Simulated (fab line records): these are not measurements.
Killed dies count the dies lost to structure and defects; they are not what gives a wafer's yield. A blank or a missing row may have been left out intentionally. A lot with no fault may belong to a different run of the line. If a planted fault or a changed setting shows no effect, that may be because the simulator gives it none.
fab line records + flow n5-finfet
record
- lots=7
- wafers=39
route steps=1938 shown FIN_CUT@169 DUMMY_GATE@237 HKMG_FIN@435
start-h: hours from the record's opening day to when the first of the lot's shown wafers began + wait-h: hours since the lot's step before + " the same as in the row above + L1.1+2: several wafers, shown together as one row + - either no value or no given start + * or withheld: withheld + < > ~ a bound
route shown NAME@n: a module of which the file shows steps, and the number in the route of the first + usual: average and standard deviation across the fault-free wafers + same: alike in all rows + chamber/n: place in a boat + sites: per-site readings + _std_site: the values' standard deviation + _edge_site: outer sites' mean less inner sites' + radius-mm: how far each site lies from the wafer's centre + mask NAME#n: copy n + behind: the tool/chamber that last shaped the wafer + hold: cause of the lot's hold/its duration in hours/its outcome + device: transistor that didn't switch, given as n, p or np + end of line: the route-end tests of the same wafers + step lacking rows: just its recipe + killed: the dies lost at the first sort to structure and to defects; this is not the yield of the wafer + map: dies across one wafer; x = killed, . = not, _ = none there
set.NAME: the setting that was run; set.NAME@STEP: the one run at that earlier step + model.NAME: the simulator's own value behind a step, which no gauge read
lots where settings were altered on purpose, with a table for each step and a row for each wafer
## steps
# step N5_FIN_CUT_ETCH_21
# recipe
- chemistry=N2/H2
- target=SOC
- target-depth-a=2190
- overetch-a=438
- mask-material=SiARC
- temp-c=40
- ion-energy-ev=100
- bias-w=61
- time-s=523.5
- pressure-mtorr=30
- source-w=850
- n2-flow-sccm=200
- h2-flow-sccm=200
| lot.wafer | tool        | chamber | start-h | wait-h | set.time-s | model.etch.depth-nm | model.SiARC_of_FIN_CUT_COAT_19.thk-nm |
|-----------|-------------|---------|---------|--------|------------|---------------------|---------------------------------------|
| L074.1    | rie-diel-04 | 0       | 27.44   | 0.0    | 434.5      | 221.7               | 13.2                                  |
| L074.2    | "           | 2       | "       | "      | 434.5      | 214.6               | 13.4                                  |
| L074.3    | "           | 1       | "       | "      | 434.5      | 220.1               | 13.2                                  |
| L074.4    | "           | 3       | "       | "      | 523.5      | 230.6               | 11.8                                  |
| L074.5    | "           | 0       | "       | "      | 523.5      | 230.8               | 12                                    |
| L074.6    | "           | 1       | "       | "      | 523.5      | 230.5               | 12                                    |
| L076.1    | rie-diel-04 | 3       | 39.24   | 0.0    | 523.5      | 231.4               | 11.6                                  |
| L076.4    | "           | 2       | "       | "      | 523.5      | 231.3               | 12                                    |
| L076.6    | "           | 1       | "       | "      | 523.5      | 231.5               | 11.6                                  |
| L079.1    | rie-diel-04 | 2       | 57.20   | 0.0    | 523.5      | 230.1               | 12                                    |
| L079.2    | "           | 1       | "       | "      | 422.6      | 216.4               | 13.2                                  |
| L079.3    | "           | 0       | "       | "      | 422.6      | 216.6               | 13.2                                  |
| L079.4    | "           | 3       | "       | "      | 422.6      | 215.8               | 13.4                                  |
| L079.5    | "           | 1       | "       | "      | 523.5      | 229.8               | 11.6                                  |
| L079.6    | "           | 2       | "       | "      | 523.5      | 229.9               | 12                                    |
| L082.1    | rie-diel-01 | 3       | 75.31   | 0.0    | 523.5      | 228.7               | 12                                    |
| L082.2    | "           | 0       | "       | "      | 523.5      | 228.8               | 12                                    |
| L082.3    | "           | 1       | "       | "      | 523.5      | 229.8               | 11.6                                  |
| L082.4    | "           | 3       | "       | "      | 523.5      | 229.3               | 12.2                                  |
| L082.5    | "           | 0       | "       | "      | 523.5      | 229.3               | 12                                    |
| L082.6    | "           | 1       | "       | "      | 523.5      | 229.6               | 11.8                                  |
| L091.1+4  | rie-diel-04 | 0,2     | 129.29  | 0.0    | 523.5      | 230.1               | 12                                    |
| L091.2+6  | "           | 1,0     | "       | "      | 523.5      | 229.8               | 11.8                                  |
| L091.3    | "           | 2       | "       | "      | 523.5      | 229.5               | 12.2                                  |
| L091.5    | "           | 1       | "       | "      | 523.5      | 230.3               | 11.8                                  |
| L093.1    | rie-diel-01 | 1       | 142.35  | 0.0    | 523.5      | 230.2               | 11.6                                  |
| L093.2    | "           | 2       | "       | "      | 523.5      | 229.7               | 12                                    |
| L093.3    | "           | 3       | "       | "      | 523.5      | 229.8               | 12.2                                  |
| L093.4    | "           | 0       | "       | "      | 523.5      | 230.1               | 12.2                                  |
| L093.5    | "           | 3       | "       | "      | 523.5      | 230.2               | 12.2                                  |
| L093.6    | "           | 0       | "       | "      | 523.5      | 230.5               | 12                                    |
| L096.1    | rie-diel-04 | 2       | 160.53  | 0.0    | 430.1      | 213                 | 13.4                                  |
| L096.2    | "           | 0       | "       | "      | 430.1      | 219.8               | 13.2                                  |
| L096.3    | "           | 3       | "       | "      | 523.5      | 229.1               | 11.8                                  |
| L096.4    | "           | 0       | "       | "      | 430.1      | 219.1               | 13.2                                  |
| L096.5    | "           | 3       | "       | "      | 523.5      | 229                 | 11.8                                  |
| L096.6    | "           | 2       | "       | "      | 523.5      | 229.2               | 12                                    |
# step N5_DUMMY_GATE_ETCH_37
# recipe
- chemistry=N2/H2
- target=SOC
- target-depth-a=600
- overetch-a=300
- temp-c=40
- ion-energy-ev=200
- pressure-mtorr=30
- source-w=840
- bias-w=150
- n2-flow-sccm=200
- h2-flow-sccm=200
# usual
- rf-vpp-V=524.0/2.4
| lot.wafer | tool        | chamber | start-h | wait-h | set.source-w | rf-vpp-V |
|-----------|-------------|---------|---------|--------|--------------|----------|
| L074.1    | rie-diel-04 | 0       | 46.26   | 0.0    | 840          | 519.3    |
| L074.2    | "           | 1       | "       | "      | 840          | 523.6    |
| L074.3    | "           | 2       | "       | "      | 840          | 527.2    |
| L074.4    | "           | 3       | "       | "      | 840          | 522.8    |
| L074.5    | "           | 2       | "       | "      | 840          | 528.3    |
| L074.6    | "           | 3       | "       | "      | 840          | 522.8    |
| L076.1    | rie-diel-01 | 2       | 67.32   | 0.0    | 840          | 522.3    |
| L076.4    | "           | 1       | "       | "      | 840          | 526.0    |
| L076.6    | "           | 1       | "       | "      | 840          | 525.3    |
| L079.1    | rie-diel-04 | 1       | 79.79   | 0.0    | 764.8        | 540.0    |
| L079.2    | "           | 2       | "       | "      | 840          | 527.6    |
| L079.3    | "           | 0       | "       | "      | 840          | 521.7    |
| L079.4    | "           | 3       | "       | "      | 764.8        | 539.6    |
| L079.5    | "           | 1       | "       | "      | 840          | 521.7    |
| L079.6    | "           | 0       | "       | "      | 764.8        | 537.5    |
| L082.1    | rie-diel-04 | 3       | 94.71   | 0.0    | 840          | 523.0    |
| L082.2    | "           | 1       | "       | "      | 936.7        | 504.7    |
| L082.3    | "           | 2       | "       | "      | 840          | 527.7    |
| L082.4    | "           | 0       | "       | "      | 936.7        | 502.5    |
| L082.5    | "           | 2       | "       | "      | 840          | 526.9    |
| L082.6    | "           | 1       | "       | "      | 936.7        | 504.6    |
| L091.1    | rie-diel-01 | 3       | 150.55  | 0.0    | 840          | 522.7    |
| L091.2    | "           | 2       | "       | "      | 840          | 523.2    |
| L091.3    | "           | 0       | "       | "      | 840          | 525.9    |
| L091.4    | "           | 1       | "       | "      | 840          | 525.7    |
| L091.5    | "           | 0       | "       | "      | 840          | 526.2    |
| L091.6    | "           | 3       | "       | "      | 840          | 520.5    |
| L093.1    | rie-diel-04 | 3       | 164.39  | 0.0    | 840          | 522.9    |
| L093.2    | "           | 2       | "       | "      | 907.7        | 512.8    |
| L093.3    | "           | 0       | "       | "      | 840          | 520.7    |
| L093.4    | "           | 2       | "       | "      | 840          | 526.2    |
| L093.5    | "           | 0       | "       | "      | 907.7        | 507.1    |
| L093.6    | "           | 3       | "       | "      | 907.7        | 510.0    |
| L096.1    | rie-diel-03 | 2       | 182.17  | 0.0    | 840          | 520.1    |
| L096.2    | "           | 1       | "       | "      | 840          | 524.0    |
| L096.3    | "           | 0       | "       | "      | 840          | 527.8    |
| L096.4    | "           | 3       | "       | "      | 840          | 526.2    |
| L096.5    | "           | 2       | "       | "      | 840          | 521.9    |
| L096.6    | "           | 3       | "       | "      | 840          | 527.5    |
# step N5_DUMMY_GATE_ETCH_31
# recipe
- chemistry=C4F6/O2
- target=SiO2
- mask-material=SOC
- target-depth-a=825
- time-s=27.5
- ion-energy-ev=250
- pressure-mtorr=30
- source-w=345
- bias-w=185
- Ar_flow_sccm=300
- C4F6_flow_sccm=10
- O2_flow_sccm=10
| lot.wafer | tool        | chamber | start-h | wait-h | set.target-depth-a | model.etch.depth-nm | model.SOC_of_DUMMY_GATE_COAT_34.thk-nm |
|-----------|-------------|---------|---------|--------|--------------------|---------------------|----------------------------------------|
| L074.1    | rie-diel-03 | 2       | 46.73   | 0.1    | 825                | 80.9                | 51.8                                   |
| L074.2    | "           | 3       | "       | "      | 825                | 83.18               | 51.6                                   |
| L074.3    | "           | 0       | "       | "      | 825                | 81.77               | 51.8                                   |
| L074.4    | "           | 1       | "       | "      | 825                | 82.19               | 51.4                                   |
| L074.5    | "           | 0       | "       | "      | 825                | 81.85               | 51.6                                   |
| L074.6    | "           | 3       | "       | "      | 825                | 83.88               | 51.4                                   |
| L076.1    | rie-diel-04 | 3       | 67.61   | 0.0    | 825                | 83.04               | 51.6                                   |
| L076.4    | "           | 1       | "       | "      | 825                | 83.19               | 51.4                                   |
| L076.6    | "           | 2       | "       | "      | 825                | 81.8                | 51.6                                   |
| L079.1    | rie-diel-03 | 3       | 80.07   | 0.0    | 825                | 82.04               | 51.8                                   |
| L079.2    | "           | 0       | "       | "      | 825                | 82.61               | 51.8                                   |
| L079.3    | "           | 2       | "       | "      | 763.5              | 74.8                | 52.8                                   |
| L079.4    | "           | 3       | "       | "      | 763.5              | 76.34               | 52.4                                   |
| L079.5    | "           | 2       | "       | "      | 763.5              | 75.12               | 52.6                                   |
| L079.6    | "           | 0       | "       | "      | 825                | 81.09               | 52                                     |
| L082.1    | rie-diel-03 | 0       | 95.03   | 0.0    | 825                | 82.59               | 52                                     |
| L082.2    | "           | 2       | "       | "      | 825                | 81.26               | 51.8                                   |
| L082.3    | "           | 3       | "       | "      | 907.3              | 91.41               | 50.8                                   |
| L082.4    | "           | 2       | "       | "      | 907.3              | 89.96               | 50.8                                   |
| L082.5    | "           | 3       | "       | "      | 825                | 82.85               | 51.4                                   |
| L082.6    | "           | 0       | "       | "      | 907.3              | 91                  | 50.8                                   |
| L091.1    | rie-diel-03 | 1       | 150.86  | 0.0    | 930.8              | 92.07               | 50.4                                   |
| L091.2    | "           | 2       | "       | "      | 825                | 80.76               | 51.6                                   |
| L091.3    | "           | 3       | "       | "      | 930.8              | 92.86               | 50.4                                   |
| L091.4    | "           | 0       | "       | "      | 825                | 81.63               | 51.6                                   |
| L091.5    | "           | 1       | "       | "      | 930.8              | 92.08               | 50.4                                   |
| L091.6    | "           | 0       | "       | "      | 825                | 82.2                | 51.6                                   |
| L093.1    | rie-diel-01 | 2       | 164.67  | 0.0    | 772.5              | 75.32               | 52.4                                   |
| L093.2    | "           | 3       | "       | "      | 825                | 78.93               | 52                                     |
| L093.3    | "           | 1       | "       | "      | 825                | 82.87               | 51.6                                   |
| L093.4    | "           | 0       | "       | "      | 772.5              | 74.38               | 52.4                                   |
| L093.5    | "           | 2       | "       | "      | 772.5              | 75.41               | 52.2                                   |
| L093.6    | "           | 1       | "       | "      | 825                | 82.69               | 51.6                                   |
| L096.1    | rie-diel-04 | 2       | 182.49  | 0.1    | 825                | 82.55               | 51.6                                   |
| L096.2    | "           | 1       | "       | "      | 825                | 85.7                | 51.6                                   |
| L096.3    | "           | 3       | "       | "      | 825                | 82.52               | 51.8                                   |
| L096.4    | "           | 0       | "       | "      | 902                | 90.55               | 51.2                                   |
| L096.5    | "           | 0       | "       | "      | 902                | 92.1                | 50.8                                   |
| L096.6    | "           | 3       | "       | "      | 902                | 90.49               | 51                                     |
# step N5_HKMG_FIN_ETCH_32
# recipe
- chemistry=N2/H2
- target=SOC
- target-depth-a=2400
- temp-c=40
- time-s=300
- ion-energy-ev=200
- mask-material=SiARC
- pressure-mtorr=30
- source-w=840
- bias-w=150
- n2-flow-sccm=200
- h2-flow-sccm=200
# usual
- rf-vpp-V=525.1/1.8
| lot.wafer | tool        | chamber | start-h | wait-h | set.source-w | rf-vpp-V | model.HKMG_FIN.feature-depth-nm | model.etch.depth-nm |
|-----------|-------------|---------|---------|--------|--------------|----------|---------------------------------|---------------------|
| L074.1    | rie-diel-06 | 3       | 74.81   | 0.0    | 840          | 524.7    | 244.4                           | 244.4               |
| L074.2    | "           | 0       | "       | "      | 748.4        | 545.6    | 216.8                           | 216.8               |
| L074.3    | "           | 2       | "       | "      | 748.4        | 545.5    | 216.4                           | 216.4               |
| L074.4    | "           | 1       | "       | "      | 840          | 527.0    | 242.2                           | 242.1               |
| L074.5    | "           | 1       | "       | "      | 840          | 528.2    | 242                             | 242.1               |
| L074.6    | "           | 0       | "       | "      | 748.4        | 545.4    | 216                             | 216                 |
| L076.1    | rie-diel-02 | 3       | 96.41   | 0.0    | 840          | 522.9    | 238.4                           | 238.4               |
| L076.4    | "           | 0       | "       | "      | 840          | 529.5    | 242.8                           | 242.9               |
| L076.6    | "           | 3       | "       | "      | 840          | 525.8    | 240.8                           | 240.8               |
| L079.1    | rie-diel-02 | 0       | 109.47  | 0.0    | 951.6        | 508.4    | 270.4                           | 270.4               |
| L079.2    | "           | 3       | "       | "      | 840          | 524.8    | 241.6                           | 241.6               |
| L079.3    | "           | 2       | "       | "      | 951.6        | 502.1    | 263.8                           | 263.8               |
| L079.4    | "           | 1       | "       | "      | 840          | 522.9    | 240.2                           | 240.2               |
| L079.5    | "           | 2       | "       | "      | 840          | 522.7    | 238.6                           | 238.5               |
| L079.6    | "           | 3       | "       | "      | 951.6        | 504.2    | 267.4                           | 267.4               |
| L082.1    | rie-diel-06 | 1       | 124.01  | 0.0    | 1001         | 497.4    | 280.2                           | 280.1               |
| L082.2    | "           | 3       | "       | "      | 840          | 524.3    | 243.2                           | 243.2               |
| L082.3    | "           | 2       | "       | "      | 840          | 523.8    | 237.8                           | 237.8               |
| L082.4    | "           | 0       | "       | "      | 840          | 525.5    | 237                             | 237                 |
| L082.5    | "           | 1       | "       | "      | 1001         | 496.5    | 280.6                           | 280.6               |
| L082.6    | "           | 0       | "       | "      | 1001         | 493.3    | 273.6                           | 273.5               |
| L091.1    | rie-diel-02 | 3       | 182.28  | 0.0    | 840          | 523.8    | 241.8                           | 241.8               |
| L091.2    | "           | 2       | "       | "      | 780.2        | 535.2    | 221.2                           | 221.2               |
| L091.3    | "           | 0       | "       | "      | 780.2        | 541.7    | 231.4                           | 231.4               |
| L091.4    | "           | 1       | "       | "      | 780.2        | 535.9    | 226.8                           | 226.8               |
| L091.5    | "           | 1       | "       | "      | 840          | 523.0    | 238.4                           | 238.4               |
| L091.6    | "           | 0       | "       | "      | 840          | 526.7    | 245                             | 244.9               |
| L093.1    | rie-diel-06 | 2       | 193.24  | 0.0    | 840          | 523.4    | 236.4                           | 236.4               |
| L093.2    | "           | 0       | "       | "      | 968.5        | 498.0    | 264.4                           | 264.3               |
| L093.3    | "           | 1       | "       | "      | 840          | 528.1    | 242                             | 242.1               |
| L093.4    | "           | 3       | "       | "      | 968.5        | 500.1    | 275.2                           | 275.2               |
| L093.5    | "           | 3       | "       | "      | 840          | 525.3    | 244.4                           | 244.4               |
| L093.6    | "           | 2       | "       | "      | 968.5        | 499.8    | 263.6                           | 263.6               |
| L096.1    | rie-diel-06 | 1       | 209.58  | 0.0    | 997.7        | 496.7    | 278.4                           | 278.5               |
| L096.2    | "           | 2       | "       | "      | 840          | 523.9    | 237                             | 237                 |
| L096.3    | "           | 0       | "       | "      | 840          | 522.9    | 238.8                           | 238.8               |
| L096.4    | "           | 3       | "       | "      | 840          | 523.8    | 243                             | 243                 |
| L096.5    | "           | 0       | "       | "      | 997.7        | 494.8    | 273.6                           | 273.6               |
| L096.6    | "           | 1       | "       | "      | 997.7        | 495.5    | 279                             | 279                 |
## key
split
- step=N5_FIN_CUT_ETCH_21
- setting=time-s
- stated=523.5
- by=wafer
response
- step=N5_FIN_CUT_ETCH_21
- reading=model.etch.depth-nm
- change=+0.692
- per=1%
- r=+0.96
response
- step=N5_FIN_CUT_ETCH_21
- reading=model.SiARC_of_FIN_CUT_COAT_19.thk-nm
- change=-0.0762
- per=1%
- r=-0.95
split
- step=N5_DUMMY_GATE_ETCH_37
- setting=source-w
- stated=840
- by=wafer
response
- step=N5_DUMMY_GATE_ETCH_37
- reading=rf-vpp-V
- change=-1.79
- per=1%
- r=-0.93
split
- step=N5_DUMMY_GATE_ETCH_31
- setting=target-depth-a
- stated=825
- by=wafer
response
- step=N5_DUMMY_GATE_ETCH_31
- reading=model.etch.depth-nm
- change=+0.857
- per=1%
- r=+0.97
response
- step=N5_DUMMY_GATE_ETCH_31
- reading=model.SOC_of_DUMMY_GATE_COAT_34.thk-nm
- change=-0.0899
- per=1%
- r=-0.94
split
- step=N5_HKMG_FIN_ETCH_32
- setting=source-w
- stated=840
- by=wafer
response
- step=N5_HKMG_FIN_ETCH_32
- reading=rf-vpp-V
- change=-1.56
- per=1%
- r=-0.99
response
- step=N5_HKMG_FIN_ETCH_32
- reading=model.HKMG_FIN.feature-depth-nm
- change=+2.01
- per=1%
- r=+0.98
response
- step=N5_HKMG_FIN_ETCH_32
- reading=model.etch.depth-nm
- change=+2.01
- per=1%
- r=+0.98
